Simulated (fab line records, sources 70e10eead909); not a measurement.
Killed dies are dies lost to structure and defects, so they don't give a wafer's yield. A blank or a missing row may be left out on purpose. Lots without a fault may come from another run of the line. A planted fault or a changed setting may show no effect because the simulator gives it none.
fab line records | flow nand_harc
record lots=7 wafers=21 last_day=32
route steps=1302 shown A_ONON_D1@432 END@1302
lots that met no fault: from a run of the same line without faults
start_h: hours from the record's first day to the start of the lot's first wafer shown | wait_h: hours since the lot's step before | " the same as in the row above | L1.1+2: a row that stands for several wafers | - no value, or no start given | * or withheld: withheld | < > ~ a bound
route shown NAME@n: a module of which the file shows steps, and the number in the route of the first | usual: mean/standard deviation of fault-free wafers | same: alike in all rows | chamber/n: place in a boat | sites: the reading at each site | _std_site: their standard deviation | _edge_site: outer sites' mean less inner sites' | radius_mm: how far each site lies from the wafer's centre | mask NAME#n: copy n | behind: the tool/chamber that last shaped the wafer | hold: why the lot was held/for how many hours/how that ended | device: the transistor (n, p or np) that didn't switch | end of line: the same wafers' tests at the end of the route | a step without rows: its recipe alone | killed: dies lost to structure and defects at the first sort, not the wafer's yield | map: a wafer's dies, x killed, . not, _ none there
set.NAME: the setting as run; set.NAME@STEP: as run at that earlier step | model.NAME: the simulator's own value behind a step, which no gauge read
lots at some steps of the route; a table a step, a row a wafer
services: from which hour (start_h, from the record's first day; less than 0 if before it) a tool's chamber was out of use, for how many hours, and why
## steps
# step NHARC_A_ONON_D1_DEP_12
# recipe target_thk_a=10000 n2_flow_sccm=2750 n2o_flow_sccm=2000 nh3_flow_sccm=500 sih4_flow_sccm=210 temp_c=400
# step NHARC_A_ONON_D1_THK_MEAS_14
# recipe thk_meas_gauge=ellipsometry
# usual thk_nm=1002/8.7
# columns lot.wafer tool chamber start_h wait_h thk_nm
L680.2 film_metro-01 - 182.49 - 990
L680.3 " - " " 988
L680.4 " - " " 991
L685.1 film_metro-01 - 243.67 - 1010
L685.2 " - " " 1010
L685.3 " - " " 1010
L686.2 film_metro-02 - 249.77 - 1018
L686.3 " - " " 1016
L686.6 " - " " 1016
L687.3 film_metro-02 - 261.92 - 1008
L687.4 " - " " 1007
L687.5 " - " " 1007
L694.2 film_metro-02 - 318.11 - 1011
L694.5 " - " " 1011
L694.6 " - " " 1009
L697.2 film_metro-01 - 349.89 - 991
L697.4 " - " " 992
L697.6 " - " " 992
L698.2 film_metro-01 - 372.27 - 1008
L698.3 " - " " 1005
L698.6 " - " " 1006
# step NHARC_A_ONON_D1_ANNEAL_15
# recipe temp_c=750 time_s=3600
# step NHARC_A_ONON_D1_DEP_16
# recipe target_thk_a=10000 n2_flow_sccm=2750 n2o_flow_sccm=2000 nh3_flow_sccm=500 sih4_flow_sccm=210 temp_c=400
# step NHARC_A_ONON_D1_THK_MEAS_18
# recipe thk_meas_gauge=ellipsometry
# usual thk_nm=1000/8.1
# columns lot.wafer tool chamber start_h wait_h thk_nm
L680.2 film_metro-01 - 190.26 - 995
L680.3 " - " " 995
L680.4 " - " " 996
L685.1 film_metro-01 - 251.45 - 997
L685.2 " - " " 998
L685.3 " - " " 997
L686.2 film_metro-01 - 257.60 - 1008
L686.3 " - " " 1008
L686.6 " - " " 1008
L687.3 film_metro-02 - 269.68 - 1013
L687.4 " - " " 1014
L687.5 " - " " 1013
L694.2 film_metro-01 - 326.00 - 1005
L694.5 " - " " 1007
L694.6 " - " " 1009
L697.2 film_metro-01 - 357.77 - 1003
L697.4 " - " " 1002
L697.6 " - " " 1004
L698.2 film_metro-01 - 380.04 - 988
L698.3 " - " " 987
L698.6 " - " " 985
# step NHARC_A_ONON_D1_DEP_19
# recipe target_thk_a=10000 n2_flow_sccm=2750 n2o_flow_sccm=2000 nh3_flow_sccm=500 sih4_flow_sccm=210 temp_c=400
# step NHARC_A_ONON_D1_THK_MEAS_21
# recipe thk_meas_gauge=ellipsometry
# usual thk_nm=996/14
# columns lot.wafer tool chamber start_h wait_h thk_nm
L680.2 film_metro-01 - 190.83 - 1019
L680.3 " - " " 1018
L680.4 " - " " 1020
L685.1 film_metro-02 - 252.02 - 1003
L685.2 " - " " 1001
L685.3 " - " " 1003
L686.2 film_metro-01 - 258.16 - 970
L686.3 " - " " 970
L686.6 " - " " 971
L687.3 film_metro-01 - 270.24 - 1005
L687.4 " - " " 1003
L687.5 " - " " 1003
L694.2 film_metro-01 - 326.57 - 1000
L694.5 " - " " 1000
L694.6 " - " " 999
L697.2 film_metro-02 - 358.33 - 982
L697.4 " - " " 981
L697.6 " - " " 980
L698.2 film_metro-01 - 380.60 - 998
L698.3 " - " " 998
L698.6 " - " " 997
# step NHARC_A_ONON_D1_DEP_22
# recipe target_thk_a=10000 n2_flow_sccm=2750 n2o_flow_sccm=2000 nh3_flow_sccm=500 sih4_flow_sccm=210 temp_c=400
# step NHARC_A_ONON_D1_THK_MEAS_24
# recipe thk_meas_gauge=ellipsometry
# usual thk_nm=999/13
# columns lot.wafer tool chamber start_h wait_h thk_nm
L680.2 film_metro-02 - 191.40 - 1005
L680.3 " - " " 1006
L680.4 " - " " 1005
L685.1 film_metro-02 - 252.57 - 1006
L685.2 " - " " 1006
L685.3 " - " " 1006
L686.2 film_metro-02 - 258.73 - 994
L686.3 " - " " 995
L686.6 " - " " 992
L687.3 film_metro-01 - 270.81 - 989
L687.4 " - " " 989
L687.5 " - " " 987
L694.2 film_metro-02 - 327.13 - 1017
L694.5 " - " " 1018
L694.6 " - " " 1018
L697.2 film_metro-02 - 358.90 - 994
L697.4 " - " " 994
L697.6 " - " " 993
L698.2 film_metro-01 - 381.16 - 1008
L698.3 " - " " 1008
L698.6 " - " " 1008
# step NHARC_A_ONON_D1_DEP_25
# recipe target_thk_a=10000 n2_flow_sccm=2750 n2o_flow_sccm=2000 nh3_flow_sccm=500 sih4_flow_sccm=210 temp_c=400
# step NHARC_A_ONON_D1_THK_MEAS_27
# recipe thk_meas_gauge=ellipsometry
# usual thk_nm=998/9.1
# columns lot.wafer tool chamber start_h wait_h thk_nm
L680.2 film_metro-02 - 191.97 - 1003
L680.3 " - " " 1001
L680.4 " - " " 1002
L685.1 film_metro-02 - 253.16 - 989
L685.2 " - " " 990
L685.3 " - " " 988
L686.2 film_metro-02 - 259.30 - 989
L686.3 " - " " 990
L686.6 " - " " 990
L687.3 film_metro-01 - 271.37 - 1008
L687.4 " - " " 1006
L687.5 " - " " 1007
L694.2 film_metro-02 - 327.70 - 986
L694.5 " - " " 986
L694.6 " - " " 988
L697.2 film_metro-01 - 359.47 - 1005
L697.4 " - " " 1004
L697.6 " - " " 1004
L698.2 film_metro-01 - 381.73 - 998
L698.3 " - " " 999
L698.6 " - " " 998
# step NHARC_A_ONON_D1_DEP_28
# recipe target_thk_a=10000 n2_flow_sccm=2750 n2o_flow_sccm=2000 nh3_flow_sccm=500 sih4_flow_sccm=210 temp_c=400
# columns lot.wafer tool chamber start_h wait_h
L680.2+3+4 pecvd_onon-03 0 192.08 0.1
L685.1+2+3 pecvd_onon-02 0 253.21 0.1
L686.2+3+6 pecvd_onon-02 0 259.41 0.1
L687.3+4+5 pecvd_onon-02 0 271.54 0.2
L694.2+5+6 pecvd_onon-04 0 327.81 0.1
L697.2+4+6 pecvd_onon-02 0 359.58 0.1
L698.2+3+6 pecvd_onon-03 0 381.84 0.1
# step NHARC_A_ONON_D1_THK_MEAS_30
# recipe thk_meas_gauge=ellipsometry
# usual thk_nm=1001/7.5
# columns lot.wafer tool chamber start_h wait_h thk_nm
L680.2 film_metro-02 - 192.54 - 1014
L680.3 " - " " 1011
L680.4 " - " " 1013
L685.1 film_metro-02 - 253.72 - 1582
L685.2 " - " " 1581
L685.3 " - " " 1582
L686.2 film_metro-01 - 259.86 - 1568
L686.3 " - " " 1569
L686.6 " - " " 1569
L687.3 film_metro-01 - 271.93 - 1571
L687.4 " - " " 1571
L687.5 " - " " 1569
L694.2 film_metro-02 - 328.26 - 1006
L694.5 " - " " 1010
L694.6 " - " " 1008
L697.2 film_metro-02 - 360.04 - 998
L697.4 " - " " 998
L697.6 " - " " 998
L698.2 film_metro-01 - 382.29 - 993
L698.3 " - " " 993
L698.6 " - " " 991
# step NHARC_A_ONON_D1_DEP_33
# recipe target_thk_a=2000 temp_c=400 pressure_torr=6.5 rf_w=900 teos_flow_sccm=161.4 flow_sccm=2650 target_thk_nm=200 gas=O2 material=SiO2
# usual heater_power_w=549/83 mfc_precursor_sccm=161.5/0.5 throttle_valve_pct=15.7/0.31
# columns lot.wafer tool chamber start_h wait_h heater_power_w mfc_precursor_sccm throttle_valve_pct
L680.2 pecvd-02 1 192.64 0.1 419 161.0 15.1
L680.3 " 2 " " 506 161.4 15.8
L680.4 " 1 " " 429 161.8 15.5
L685.3 pecvd-03 2 253.78 0.1 680 161.7 15.4
L685.2 " 0 " " 510 162.2 15.7
L685.1 " 1 " " 439 161.7 15.9
L686.2 pecvd-01 0 259.96 0.1 629 161.4 16.1
L686.3 " 1 " " 589 161.5 16.0
L686.6 " 1 " " 585 161.7 15.5
L687.3 pecvd-03 0 272.04 0.1 574 161.5 15.4
L687.4 " 2 " " 586 160.9 15.5
L687.5 " 1 " " 401 160.9 15.9
L694.2 pecvd-02 0 328.36 0.1 572 161.0 15.9
L694.6 " 2 " " 576 161.6 15.9
L694.5 " 0 " " 575 161.9 16.4
L697.2 pecvd-01 2 360.14 0.1 622 161.8 15.8
L697.4 " 1 " " 594 161.8 15.5
L697.6 " 0 " " 647 160.8 15.6
L698.3 pecvd-01 0 382.39 0.1 620 160.7 15.8
L698.2 " 1 " " 488 161.4 15.7
L698.6 " 2 " " 609 162.0 15.8
# step NHARC_END_SORT_01
# recipe temp_c=25
# usual killed_at_array=59/21 killed_at_other=1.0/1.1 killed_at_periphery=4.0/2.6 killed_dies=64/21 killed_open=3.2/1.7 killed_short=2.5/1.5
# same gross_dies=677
# columns lot.wafer tool chamber start_h wait_h killed_at_array killed_at_other killed_at_periphery killed_dies killed_open killed_short
L686.2 prober-01 0 654.00 2.8 671 3 3 677 2 0
L686.3 prober-01 0 654.80 3.1 670 1 6 677 3 2
L686.6 prober-01 0 657.20 4.0 672 1 4 677 4 2
# killed by level:class
L686.2 A_ONON_D1:area_dep=616 A_SLIT:chamber_film_flake=26 A_CHANNEL_HOLE_D2:chamber_film_flake=9 A_CONTACT:chamber_film_flake=9 A_STAIRCASE:chamber_film_flake=7 THIN_TSV:chamber_film_flake=3 P_M2:chamber_film_flake=2 A_CHANNEL_HOLE_D1:chamber_film_flake=2
L686.3 A_ONON_D1:area_dep=625 A_SLIT:chamber_film_flake=31 A_CHANNEL_HOLE_D2:chamber_film_flake=5 P_ZERO_WELL:chamber_film_flake=4 A_STAIRCASE:chamber_film_flake=3 A_CHANNEL_HOLE_D1:chamber_film_flake=2 P_GATE:geometric_particle:open=1 A_ONON_D1:geometric_particle:short=1
L686.6 A_ONON_D1:area_dep=613 A_SLIT:chamber_film_flake=27 A_CHANNEL_HOLE_D2:chamber_film_flake=11 A_STAIRCASE:chamber_film_flake=7 A_CONTACT:chamber_film_flake=6 P_ZERO_WELL:chamber_film_flake=2 A_CHANNEL_HOLE_D1:chamber_film_flake=2 P_GATE:geometric_particle:open=1
# map L686.2 (x killed, . not)
____________x____________
_________xxxxxxx_________
_______xxxxxxxxxxx_______
______xxxxxxxxxxxxx______
_____xxxxxxxxxxxxxxx_____
____xxxxxxxxxxxxxxxxx____
____xxxxxxxxxxxxxxxxx____
___xxxxxxxxxxxxxxxxxxx___
___xxxxxxxxxxxxxxxxxxx___
__xxxxxxxxxxxxxxxxxxxxx__
__xxxxxxxxxxxxxxxxxxxxx__
_xxxxxxxxxxxxxxxxxxxxxxx_
_xxxxxxxxxxxxxxxxxxxxxxx_
_xxxxxxxxxxxxxxxxxxxxxxx_
_xxxxxxxxxxxxxxxxxxxxxxx_
_xxxxxxxxxxxxxxxxxxxxxxx_
xxxxxxxxxxxxxxxxxxxxxxxxx
xxxxxxxxxxxxxxxxxxxxxxxxx
xxxxxxxxxxxxxxxxxxxxxxxxx
xxxxxxxxxxxxxxxxxxxxxxxxx
xxxxxxxxxxxxxxxxxxxxxxxxx
_xxxxxxxxxxxxxxxxxxxxxxx_
_xxxxxxxxxxxxxxxxxxxxxxx_
_xxxxxxxxxxxxxxxxxxxxxxx_
_xxxxxxxxxxxxxxxxxxxxxxx_
_xxxxxxxxxxxxxxxxxxxxxxx_
__xxxxxxxxxxxxxxxxxxxxx__
__xxxxxxxxxxxxxxxxxxxxx__
___xxxxxxxxxxxxxxxxxxx___
___xxxxxxxxxxxxxxxxxxx___
____xxxxxxxxxxxxxxxxx____
____xxxxxxxxxxxxxxxxx____
_____xxxxxxxxxxxxxxx_____
______xxxxxxxxxxxxx______
_______xxxxxxxxxxx_______
_________xxxxxxx_________
____________x____________
# map L697.2 (x killed, . not)
____________.____________
_________......._________
_______..........._______
______........x....______
_____.x........x...._____
____...........x.....____
____............x.x..____
___......x.....xxxx...___
___.....x.xx..........___
__......xxx.....xx.....__
__.....xxxx...........x__
_......xxxxx............_
_.....x...x.x.........x._
_.......x.x............._
_.......xx.xx..........._
_.........xx............_
.........................
........x................
.........................
.........................
................x........
_...............x......._
_.............xx.x......_
_...............xxx....._
_...............xxxx...._
_......................._
__.....................__
__.....................__
___...................___
___............x......___
____.........x.....x.____
____.........xx.xx...____
_____..........x...._____
______.........x.x.______
_______..........._______
_________......._________
____________.____________
## services
# columns tool chamber start_h hours kind
pecvd-03 - 185.00 13.0 pm
pecvd-03 0 185.00 13.0 vent_cycle
pecvd-03 1 185.00 13.0 vent_cycle
pecvd-03 2 185.00 13.0 vent_cycle
pecvd_onon-02 - 185.20 13.0 pm
pecvd-01 1 191.63 22.7 repair
pecvd-03 0 198.00 - clean
pecvd-01 - 213.82 0.9 repair
pecvd-02 - 227.00 13.0 pm
pecvd_onon-03 - 227.04 13.0 pm
pecvd-01 0 228.81 4.1 repair
pecvd_onon-04 - 311.05 13.0 pm
pecvd-01 - 311.20 13.0 pm
pecvd-01 0 311.20 13.0 vent_cycle
pecvd-01 1 311.20 13.0 vent_cycle
pecvd-01 2 311.20 13.0 vent_cycle
pecvd-01 0 324.20 - clean
pecvd-01 1 324.20 - clean
pecvd-01 2 324.20 - clean
pecvd-02 2 330.18 6.8 repair
pecvd-01 2 334.70 9.5 repair
pecvd-03 - 366.00 13.0 pm
pecvd_onon-02 - 366.20 13.0 pm
pecvd-02 - 368.87 0.7 repair
## key
first_sign step=NHARC_A_ONON_D1_THK_MEAS_30 reading=thk_nm direction=up sigmas=76 usual=1001 struck=1573
effect step=NHARC_END_SORT_01 reading=killed_at_array direction=up sigmas=29 usual=59 struck=671
more_kills_born_at NHARC_A_ONON_D1_DEP_28@pecvd_onon-02=1854
met_at NHARC_A_ONON_D1_DEP_28
struck_wafers L685.1,L685.2,L685.3,L686.2,L686.3,L686.6,L687.3,L687.4,L687.5
later_rows_left_out L685.1,L685.2,L685.3,L686.2,L686.3,L686.6,L687.3,L687.4,L687.5
sort_left_out L685.1,L685.2,L685.3,L687.3,L687.4,L687.5
tester_left_out L685,L686,L687
fault kind=process_parameter_drift tool=pecvd_onon-02 chamber=- onset_h=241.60 steps=NHARC_A_ONON_D1_DEP_28 channel=target_thk_a offset=* shape=step end_h=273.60 acts_in=* stated=*
# tester_left_out: of these lots the tester's yield and bins aren't shown, on N5 and GAA mostly nor the transistor test; their killed dies are dies lost to structure and defects alone, not to doping, threshold or leakage, so they don't give the yield
# sort_left_out: the simulated sort isn't trusted on such a fault, so these wafers' sort isn't shown, and their yield isn't known
# later_rows_left_out: the simulator's readings of these wafers behind a module that went badly wrong aren't trusted and aren't shown, but for the sort
